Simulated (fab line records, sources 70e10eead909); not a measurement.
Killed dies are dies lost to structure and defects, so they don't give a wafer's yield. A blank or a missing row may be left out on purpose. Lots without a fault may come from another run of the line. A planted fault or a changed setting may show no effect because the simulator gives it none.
Which tool did it? | flow nand_harc | 12 lots, 36 wafers sampled, at 4 steps of a route of 1302

WHAT THE GAUGES READ, wafer by wafer
The record holds no reading of a measuring or inspecting step that can be judged against a usual standard deviation.

WHICH TOOL RAN EACH LOT (tool, then ch and the chambers of the sampled wafers, then the start)
lot  | NHARC_A_SGD_CUT_ETCH_58            | NHARC_A_SLIT_EXPOSE_06             | NHARC_A_SLIT_DESCUM_14             | NHARC_A_SLIT_ETCH_26
L603 | rie_diel-13 ch 0,1, day 19 18:53   | arfi_scanner-02 ch 0, day 20 08:15 | rie_diel-10 ch 0,2,3, day 20 08:34 | har_etch-01 ch 0,1, day 20 13:33
L605 | rie_diel-02 ch 0,1,3, day 20 01:59 | arfi_scanner-03 ch 0, day 20 14:58 | rie_diel-10 ch 0,1,3, day 20 15:18 | har_etch-01 ch 0,1, day 20 21:23
L608 | rie_diel-07 ch 0,1,3, day 21 16:40 | arfi_scanner-02 ch 0, day 22 10:08 | rie_diel-03 ch 1,2, day 22 10:28   | har_etch-01 ch 0,1, day 22 17:11
L607 | rie_diel-13 ch 0,2,3, day 22 00:44 | arfi_scanner-01 ch 0, day 22 17:43 | rie_diel-03 ch 1,3, day 22 18:02   | har_etch-01 ch 0,1, day 22 22:55
L610 | rie_diel-02 ch 0,1,2, day 23 02:59 | arfi_scanner-02 ch 0, day 23 15:32 | rie_diel-06 ch 1,2, day 23 15:52   | har_etch-01 ch 0,1, day 23 23:05
L612 | rie_diel-02 ch 0,1,3, day 23 08:36 | arfi_scanner-02 ch 0, day 23 19:37 | rie_diel-06 ch 0,1,3, day 23 19:58 | har_etch-02 ch 0, day 24 00:53
L615 | rie_diel-02 ch 2,3, day 25 04:00   | arfi_scanner-02 ch 0, day 25 14:59 | rie_diel-06 ch 1,3, day 25 15:19   | har_etch-02 ch 0,1, day 25 20:11
L622 | rie_diel-02 ch 0,3, day 27 06:26   | arfi_scanner-01 ch 0, day 27 18:04 | rie_diel-06 ch 2,3, day 27 18:23   | har_etch-02 ch 0,1, day 27 23:14
L621 | rie_diel-13 ch 0,3, day 27 07:23   | arfi_scanner-03 ch 0, day 27 18:22 | rie_diel-10 ch 1,2,3, day 27 18:43 | har_etch-02 ch 0,1, day 28 03:06
L624 | rie_diel-07 ch 0,1, day 28 11:07   | arfi_scanner-03 ch 0, day 29 01:13 | rie_diel-03 ch 0,1,2, day 29 01:32 | har_etch-02 ch 0, day 29 06:23
L623 | rie_diel-13 ch 2,3, day 28 11:28   | arfi_scanner-01 ch 0, day 29 03:23 | rie_diel-06 ch 1,2,3, day 29 03:44 | har_etch-02 ch 0,1, day 29 10:17
L625 | rie_diel-13 ch 0,2,3, day 29 00:11 | arfi_scanner-01 ch 0, day 29 13:44 | rie_diel-06 ch 0,2,3, day 29 14:04 | har_etch-01 ch 0,1, day 29 18:59
- NHARC_A_SGD_CUT_ETCH_58: etches the open film in CF4, target depth 39 nm, time 65 s.
- NHARC_A_SLIT_EXPOSE_06: exposes mask SLIT.
- NHARC_A_SLIT_DESCUM_14: chemistry O2, time 3 s.
- NHARC_A_SLIT_ETCH_26: etches the open film in C4F8/O2/Ar, time 90 s, target depth 400 nm.

WHAT THE TOOLS THEMSELVES READ (means of the sampled wafers that have a number; where no wafer has one, the mark that the record gives instead)
NHARC_A_SGD_CUT_ETCH_58. Usual: drypump_motor_current_A 5.6 A, standard deviation 0.42; oes_product_au 1.000 a.u., standard deviation 0.01; rf_vpp_V 151.1 V, standard deviation 1.4; showerhead_plenum_p_Torr 1.76 Torr, standard deviation 0.088; throttle_valve_pct 13.283 %, standard deviation 0.0089.
lot  | tool        | drypump_motor_current_A (A) | oes_product_au (a.u.) | rf_vpp_V (V) | showerhead_plenum_p_Torr (Torr) | throttle_valve_pct (%) | flag
L603 | rie_diel-13 | 5.5                         | 1.006                 | 150.4        | 1.70                            | 13.289                 |
L605 | rie_diel-02 | 5.4                         | 0.996                 | 153.3        | 1.86                            | 13.272                 |
L608 | rie_diel-07 | 6.1                         | 1.008                 | 150.8        | 1.74                            | 13.282                 |
L607 | rie_diel-13 | 5.6                         | 1.007                 | 150.4        | 1.68                            | 13.284                 |
L610 | rie_diel-02 | 5.3                         | 0.999                 | 151.7        | 1.85                            | 13.278                 |
L612 | rie_diel-02 | 5.4                         | 0.993                 | 151.9        | 1.86                            | 13.293                 |
L615 | rie_diel-02 | 5.7                         | 0.996                 | 151.6        | 1.88                            | 13.279                 |
L622 | rie_diel-02 | 5.3                         | 0.981                 | 152.8        | 1.86                            | 13.283                 |
L621 | rie_diel-13 | 6.0                         | 1.002                 | 150.4        | 1.68                            | 13.286                 |
L624 | rie_diel-07 | 5.9                         | 1.002                 | 150.7        | 1.73                            | 13.280                 |
L623 | rie_diel-13 | 5.8                         | 0.997                 | 149.9        | 1.67                            | 13.290                 |
L625 | rie_diel-13 | 5.6                         | 1.001                 | 149.9        | 1.68                            | 13.287                 |

NHARC_A_SLIT_EXPOSE_06. Usual: exposure_dose_mJ_cm2 60.83, standard deviation 0.052; reticle_temp_C 23.00 C, standard deviation 0.089.
lot  | tool            | exposure_dose_mJ_cm2 | reticle_temp_C (C) | flag
L603 | arfi_scanner-02 | 60.86                | 23.02              |
L605 | arfi_scanner-03 | 60.81                | 22.97              |
L608 | arfi_scanner-02 | 60.80                | 23.06              |
L607 | arfi_scanner-01 | 60.84                | 22.96              |
L610 | arfi_scanner-02 | 60.87                | 22.99              |
L612 | arfi_scanner-02 | 59.01                | 22.95              | OFF
L615 | arfi_scanner-02 | 59.35                | 22.99              | OFF
L622 | arfi_scanner-01 | 60.86                | 22.96              |
L621 | arfi_scanner-03 | 60.81                | 22.96              |
L624 | arfi_scanner-03 | 60.86                | 22.90              |
L623 | arfi_scanner-01 | 60.81                | 23.13              |
L625 | arfi_scanner-01 | 60.79                | 23.00              |

NHARC_A_SLIT_DESCUM_14. Usual: drypump_motor_current_A 5.7 A, standard deviation 0.35; oes_product_au 1.002 a.u., standard deviation 0.011; rf_vpp_V 57.7 V, standard deviation 0.84; showerhead_plenum_p_Torr 1.91 Torr, standard deviation 0.087; throttle_valve_pct 11.312 %, standard deviation 0.0084.
lot  | tool        | drypump_motor_current_A (A) | oes_product_au (a.u.) | rf_vpp_V (V) | showerhead_plenum_p_Torr (Torr) | throttle_valve_pct (%) | flag
L603 | rie_diel-10 | 6.0                         | 1.003                 | 57.8         | 1.92                            | 11.317                 |
L605 | rie_diel-10 | 6.1                         | 1.002                 | 57.3         | 1.95                            | 11.313                 |
L608 | rie_diel-03 | 5.9                         | 1.000                 | 58.0         | 1.94                            | 11.312                 |
L607 | rie_diel-03 | 5.9                         | 1.011                 | 58.1         | 1.85                            | 11.310                 |
L610 | rie_diel-06 | 5.6                         | 0.994                 | 58.8         | 1.96                            | 11.314                 |
L612 | rie_diel-06 | 5.4                         | 0.990                 | 58.2         | 1.98                            | 11.320                 |
L615 | rie_diel-06 | 5.4                         | 0.992                 | 57.9         | 1.98                            | 11.312                 |
L622 | rie_diel-06 | 5.5                         | 0.986                 | 58.3         | 1.94                            | 11.309                 |
L621 | rie_diel-10 | 5.9                         | 1.006                 | 57.4         | 1.88                            | 11.311                 |
L624 | rie_diel-03 | 5.7                         | 1.008                 | 57.4         | 1.87                            | 11.318                 |
L623 | rie_diel-06 | 5.6                         | 0.990                 | 57.5         | 1.95                            | 11.311                 |
L625 | rie_diel-06 | 5.5                         | 0.995                 | 57.4         | 1.95                            | 11.318                 |

NHARC_A_SLIT_ETCH_26. Usual: drypump_motor_current_A 5.4 A, standard deviation 0.49; showerhead_plenum_p_Torr 3.71 Torr, standard deviation 0.14; throttle_valve_pct 27.621 %, standard deviation 0.0092.
lot  | tool        | drypump_motor_current_A (A) | showerhead_plenum_p_Torr (Torr) | throttle_valve_pct (%) | flag
L603 | har_etch-01 | 6.0                         | 3.64                            | 27.615                 |
L605 | har_etch-01 | 5.9                         | 3.59                            | 27.615                 |
L608 | har_etch-01 | 6.0                         | 3.62                            | 27.615                 |
L607 | har_etch-01 | 5.9                         | 3.58                            | 27.627                 |
L610 | har_etch-01 | 5.9                         | 3.61                            | 27.615                 |
L612 | har_etch-02 | 5.0                         | 3.70                            | 27.628                 |
L615 | har_etch-02 | 4.9                         | 3.84                            | 27.628                 |
L622 | har_etch-02 | 4.9                         | 3.82                            | 27.621                 |
L621 | har_etch-02 | 4.9                         | 3.82                            | 27.617                 |
L624 | har_etch-02 | 5.0                         | 3.66                            | 27.629                 |
L623 | har_etch-02 | 4.9                         | 3.81                            | 27.625                 |
L625 | har_etch-01 | 5.9                         | 3.53                            | 27.630                 |

THE ANSWER, worked out from the rows above alone
Rule: a lot is off if the mean of its wafers that have a number lies more than 3 standard deviations from the usual mean. A lot without any number at a reading at which 4 lots or more have one is off too. The other lots that the step has rows for count as sound. The gauges are gone through in route order, then the tools' own readings, and for those a lot's mean is taken as printed above. The first step at which some lot is off is used, and at that step the reading that is off furthest; a lot without a number counts as furthest.
Off: L612, L615, at NHARC_A_SLIT_EXPOSE_06 (exposure_dose_mJ_cm2).
A tool fits if, at that step or a process step before it, it ran every lot that is off, and no sound lot after the first of them. One fits: arfi_scanner-02 at NHARC_A_SLIT_EXPOSE_06. Its last sound lot is L610 (day 23 15:32), its first lot that is off L612 (day 23 19:37): a fault that began between those two fits.
The tool's own readings at NHARC_A_SLIT_EXPOSE_06 bear it out: on the lots that are off they differ by more than 5 times the standard deviation of the sound lots' means. exposure_dose_mJ_cm2 reads 59.18 there against 60.83 on the sound lots.

WHAT THE SIMULATOR HAD PUT IN
Process parameter drift: arfi_scanner-02, from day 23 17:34 on, at NHARC_A_SLIT_EXPOSE_06. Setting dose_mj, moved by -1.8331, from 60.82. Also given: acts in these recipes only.
Lots struck among those shown: L612, L615. The rule above found the same.
